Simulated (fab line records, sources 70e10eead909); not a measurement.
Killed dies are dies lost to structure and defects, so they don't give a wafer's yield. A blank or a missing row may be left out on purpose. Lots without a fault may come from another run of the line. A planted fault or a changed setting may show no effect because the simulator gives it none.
fab line records | flow nand_harc | part 2 of 2: steps 5 to 6 of 6
record lots=23 wafers=69 last_day=33
route steps=1302 shown A_STAIRCASE@708
lots that met no fault: from a run of the same line without faults
start_h: hours from the record's first day to the start of the lot's first wafer shown | wait_h: hours since the lot's step before | " the same as in the row above | L1.1+2: a row that stands for several wafers | - no value, or no start given | * or withheld: withheld | < > ~ a bound
route shown NAME@n: a module of which the file shows steps, and the number in the route of the first | usual: mean/standard deviation of fault-free wafers | same: alike in all rows | chamber/n: place in a boat | sites: the reading at each site | _std_site: their standard deviation | _edge_site: outer sites' mean less inner sites' | radius_mm: how far each site lies from the wafer's centre | mask NAME#n: copy n | behind: the tool/chamber that last shaped the wafer | hold: why the lot was held/for how many hours/how that ended | device: the transistor (n, p or np) that didn't switch | end of line: the same wafers' tests at the end of the route | a step without rows: its recipe alone | killed: dies lost to structure and defects at the first sort, not the wafer's yield | map: a wafer's dies, x killed, . not, _ none there
set.NAME: the setting as run; set.NAME@STEP: as run at that earlier step | model.NAME: the simulator's own value behind a step, which no gauge read
steps of the route over a sample of lots; a table a step, a row a wafer
services: from which hour (start_h, from the record's first day; less than 0 if before it) a tool's chamber was out of use, for how many hours, and why
## steps
# step NHARC_A_STAIRCASE_STRIP_476
# recipe time_s=20 o2_flow_sccm=500 ar_flow_sccm=0 bias_w=0 chemistry=O2
# usual drypump_motor_current_A=5.7/0.32 oes_product_au=0.999/0.01 rf_vpp_V=57.7/0.85 showerhead_plenum_p_Torr=3.59/0.12 throttle_valve_pct=17.036/0.0094
# columns lot.wafer tool chamber start_h wait_h drypump_motor_current_A oes_product_au rf_hours_counter_h rf_vpp_V showerhead_plenum_p_Torr throttle_valve_pct
L074.1 rie_diel-13 0 394.88 0.1 5.3 0.996 15 57.6 3.60 17.034
L074.5 " 1 " " 5.9 0.998 - 57.6 3.74 17.034
L074.6 " 2 " " 5.6 1.001 - 57.6 3.56 17.051
L075.4 rie_diel-01 1 404.04 0.1 6.0 1.014 6 58.6 3.56 17.029
L075.2 " 3 " " 6.1 0.992 6 58.2 3.74 17.045
L075.5 " 0 " " 5.4 0.986 - 57.5 3.77 17.049
L076.2 rie_diel-06 0 404.06 0.1 5.3 0.986 32 58.0 3.40 17.040
L076.1 " 1 " " 5.6 0.988 30 57.1 3.28 17.032
L076.4 " 1 " " 5.6 0.997 - 57.6 3.28 17.040
L077.3 rie_diel-13 3 414.44 0.1 5.9 1.016 25 57.8 3.56 17.040
L077.4 " 1 " " 5.9 0.989 23 58.1 3.74 17.051
L077.5 " 3 " " 5.9 1.010 - 57.5 3.56 17.019
L078.3 rie_diel-01 3 423.11 0.1 6.1 0.993 9 59.0 3.74 17.039
L078.1 " 0 " " 5.4 0.999 9 58.9 3.77 17.034
L078.4 " 2 " " 5.5 0.987 9 56.8 3.49 17.024
L080.3 rie_diel-13 0 444.66 0.1 5.3 0.996 34 56.5 3.59 17.035
L080.2 " 1 " " 5.9 0.999 31 58.8 3.73 17.023
L080.5 " 1 " " 5.9 1.000 - 58.0 3.73 17.035
L079.2 rie_diel-06 2 445.98 0.1 6.3 0.988 41 57.3 3.54 17.025
L079.3 " 3 " " 5.3 1.008 36 58.8 3.51 17.026
L079.1 " 0 " " 5.2 1.000 41 57.5 3.39 17.047
L081.3 rie_diel-01 1 464.94 0.1 6.0 0.986 20 58.5 3.55 17.029
L081.5 " 1 " " 6.0 0.985 - 57.6 3.55 17.044
L081.6 " 2 " " 5.5 0.974 - 58.9 3.48 17.038
L083.2 rie_diel-01 0 485.11 1.5 5.4 0.997 31 58.2 3.76 17.031
L083.3 " 3 " " 6.1 1.006 31 58.0 3.73 17.034
L083.6 " 3 " " 6.1 0.999 - 57.5 3.73 17.021
L082.2 rie_diel-01 0 488.92 0.1 5.4 1.000 32 56.3 3.76 17.035
L082.5 " 0 " " 5.4 0.998 - 58.4 3.76 17.027
L082.4 " 2 " " 5.5 0.991 - 57.2 3.48 17.037
L084.3 rie_diel-13 1 497.70 0.1 5.9 1.005 54 57.7 3.72 17.037
L084.6 " 1 " " 5.9 1.003 - 58.1 3.72 17.038
L084.5 " 2 " " 5.5 1.012 - 57.5 3.54 17.029
L086.2 rie_diel-13 1 501.85 0.1 5.9 0.994 55 58.8 3.72 17.021
L086.5 " 0 " " 5.3 0.994 - 58.9 3.58 17.028
L086.6 " 1 " " 5.9 0.989 - 60.2 3.72 17.032
L085.4 rie_diel-13 2 508.38 0.1 5.6 1.005 57 59.3 3.54 17.029
L085.3 " 0 " " 5.3 0.998 59 57.0 3.58 17.041
L085.5 " 2 " " 5.6 1.006 - 57.9 3.53 17.046
L087.3 rie_diel-01 3 510.39 0.1 6.1 0.991 37 58.1 3.72 17.051
L087.5 " 0 " " 5.4 1.013 - 57.0 3.75 17.062
L087.6 " 1 " " 6.0 0.988 - 57.6 3.55 17.052
L088.1 rie_diel-13 3 534.52 0.1 5.9 1.016 3 57.3 3.54 17.039
L088.3 " 1 " " 5.9 0.998 3 57.2 3.71 17.027
L088.6 " 3 " " 5.9 1.021 - 56.2 3.54 17.054
L089.4 rie_diel-13 3 535.47 0.1 5.9 1.022 3 56.6 3.54 17.040
L089.1 " 1 " " 5.9 1.002 3 57.7 3.71 17.037
L089.5 " 3 " " 5.9 1.028 - 56.8 3.54 17.036
L090.3 rie_diel-13 1 547.07 0.1 5.9 0.985 8 56.8 3.71 17.029
L090.2 " 3 " " 5.9 1.018 9 57.5 3.54 17.041
L090.6 " 1 " " 5.9 0.988 - 59.1 3.71 17.043
L091.3 rie_diel-01 1 568.06 0.1 6.0 0.980 0 57.6 3.54 17.031
L091.4 " 3 " " 6.1 0.988 0 58.2 3.71 17.040
L091.5 " 1 " " 6.0 0.987 - 58.0 3.54 17.048
L093.1 rie_diel-13 2 568.80 0.1 5.5 1.004 14 57.8 3.53 17.029
L093.6 " 1 " " 5.9 0.994 - 58.6 3.71 17.061
L093.5 " 2 " " 5.6 1.006 - 57.3 3.53 17.041
L094.2 rie_diel-06 2 583.46 0.1 6.2 0.998 29 56.9 3.52 17.036
L094.1 " 0 " " 5.3 1.006 33 58.9 3.37 17.039
L094.5 " 2 " " 6.2 0.998 - 56.8 3.52 17.026
L096.3 rie_diel-06 0 601.30 0.1 5.2 0.999 39 56.5 3.36 17.023
L096.2 " 1 " " 5.6 0.997 37 58.0 3.79 17.032
L096.4 " 2 " " 6.3 0.991 35 56.9 3.51 17.046
L095.2 rie_diel-13 1 605.32 0.1 5.9 1.003 23 56.9 3.70 17.047
L095.4 " 3 " " 5.9 1.005 - 56.5 3.53 17.037
L095.5 " 0 " " 5.3 0.994 - 58.7 3.56 17.021
L097.3 rie_diel-13 3 615.25 0.1 6.0 1.020 25 57.5 3.53 17.056
L097.2 " 0 " " 5.3 0.996 27 56.4 3.56 17.029
L097.6 " 1 " " 5.9 1.013 - 55.8 3.70 17.038
# step NHARC_A_STAIRCASE_ALD_420
# recipe target_thk_a=200 pulse_time_s=6 ald_cycles=200 temp_c=300 material=SiO2
# usual heater_power_w=486/35 precursor_pulse_height_rel=0.998/0.02
# columns lot.wafer tool chamber start_h wait_h heater_power_w precursor_pulse_height_rel
L074.1 ald_hk-01 0 397.85 - 468 0.997
L074.5 " 3 " " 517 0.999
L074.6 " 0 " " 463 0.988
L076.2 ald_hk-01 2 406.84 - 509 0.967
L076.1 " 3 " " 534 0.962
L076.4 " 0 " " 476 1.025
L075.2 ald_hk-02 3 406.87 0.1 415 0.975
L075.4 " 2 " " 471 1.031
L075.5 " 0 " " 507 0.996
L077.3 ald_hk-02 2 417.40 - 466 0.985
L077.4 " 3 " " 424 1.034
L077.5 " 2 " " 458 1.004
L078.4 ald_hk-02 1 429.07 - 519 1.011
L078.3 " 2 " " 462 0.975
L078.1 " 3 " " 421 0.975
L079.1 ald_hk-01 2 447.62 - 512 1.002
L079.2 " 3 " " 530 1.011
L079.3 " 0 " " 458 0.999
L080.2 ald_hk-04 1 448.24 - 447 0.962
L080.3 " 0 " " 527 0.960
L080.5 " 2 " " 505 0.996
L081.3 ald_hk-02 2 468.07 - 473 1.025
L081.5 " 0 " " 514 0.959
L081.6 " 1 " " 511 1.009
L083.2 ald_hk-04 1 488.72 - 439 1.003
L083.3 " 2 " " 510 0.967
L083.6 " 1 " " 438 0.994
L082.2 ald_hk-01 3 491.74 - 551 0.955
L082.4 " 2 " " 505 1.020
L082.5 " 0 " " 478 1.005
L084.3 ald_hk-01 3 501.17 - 543 1.027
L084.5 " 1 " " 465 0.968
L084.6 " 2 " " 499 0.994
L086.2 ald_hk-04 2 504.95 - 528 1.000
L086.5 " 1 " " 449 1.010
L086.6 " 2 " " 515 0.997
L085.3 ald_hk-02 0 511.35 - 512 1.034
L085.4 " 1 " " 506 0.995
L085.5 " 0 " " 509 0.993
L087.3 ald_hk-01 2 513.70 0.6 499 0.986
L087.6 " 3 " " 545 0.997
L087.5 " 0 " " 471 0.991
L088.1 ald_hk-04 1 540.26 - 454 1.008
L088.3 " 3 " " 499 1.029
L088.6 " 2 " " 517 0.996
L089.1 ald_hk-02 1 540.42 - 506 1.004
L089.4 " 2 " " 473 0.973
L089.5 " 0 " " 518 1.007
L090.3 ald_hk-02 0 550.04 - 516 0.999
L090.2 " 2 " " 477 0.996
L090.6 " 3 " " 415 1.036
L091.3 ald_hk-01 0 570.86 - 478 0.996
L091.4 " 2 " " 496 0.999
L091.5 " 0 " " 474 1.025
L093.1 ald_hk-04 2 571.33 - 521 1.014
L093.6 " 3 " " 504 1.016
L093.5 " 0 " " 523 1.022
L094.1 ald_hk-02 0 587.07 - 512 1.004
L094.2 " 3 " " 427 1.036
L094.5 " 1 " " 489 0.990
L096.3 ald_hk-02 2 605.07 - 471 0.987
L096.2 " 0 " " 515 1.009
L096.4 " 1 " " 475 0.981
L095.2 ald_hk-01 3 608.13 - 552 0.998
L095.4 " 0 " " 483 1.010
L095.5 " 0 " " 481 0.998
L097.3 ald_hk-01 1 619.44 - 456 0.999
L097.2 " 0 " " 472 0.997
L097.6 " 2 " " 503 0.966
## services
# columns tool chamber start_h hours kind
rie_diel-13 - 342.00 9.0 pm
rie_diel-13 0 342.00 9.0 vent_cycle
rie_diel-13 1 342.00 9.0 vent_cycle
rie_diel-13 2 342.00 9.0 vent_cycle
rie_diel-13 3 342.00 9.0 vent_cycle
ald_hk-02 - 348.00 10.0 pm
rie_diel-01 3 354.00 1.6 repair
rie_diel-06 1 370.89 3.9 repair
rie_diel-01 0 373.04 3.4 repair
rie_diel-01 - 380.82 9.0 pm
rie_diel-06 - 389.19 0.8 repair
rie_diel-06 2 401.85 4.8 repair
rie_diel-06 0 429.63 4.8 repair
ald_hk-01 - 458.13 0.7 repair
ald_hk-02 - 460.87 2.7 repair
ald_hk-01 - 475.23 10.0 pm
rie_diel-06 - 484.70 9.0 pm
rie_diel-13 - 519.00 9.0 pm
ald_hk-01 - 519.69 1.5 repair
rie_diel-01 - 557.82 9.0 pm
rie_diel-13 3 571.34 4.3 repair
rie_diel-13 0 583.55 8.3 repair
rie_diel-06 - 588.48 2.4 repair
ald_hk-04 - 612.32 10.0 pm
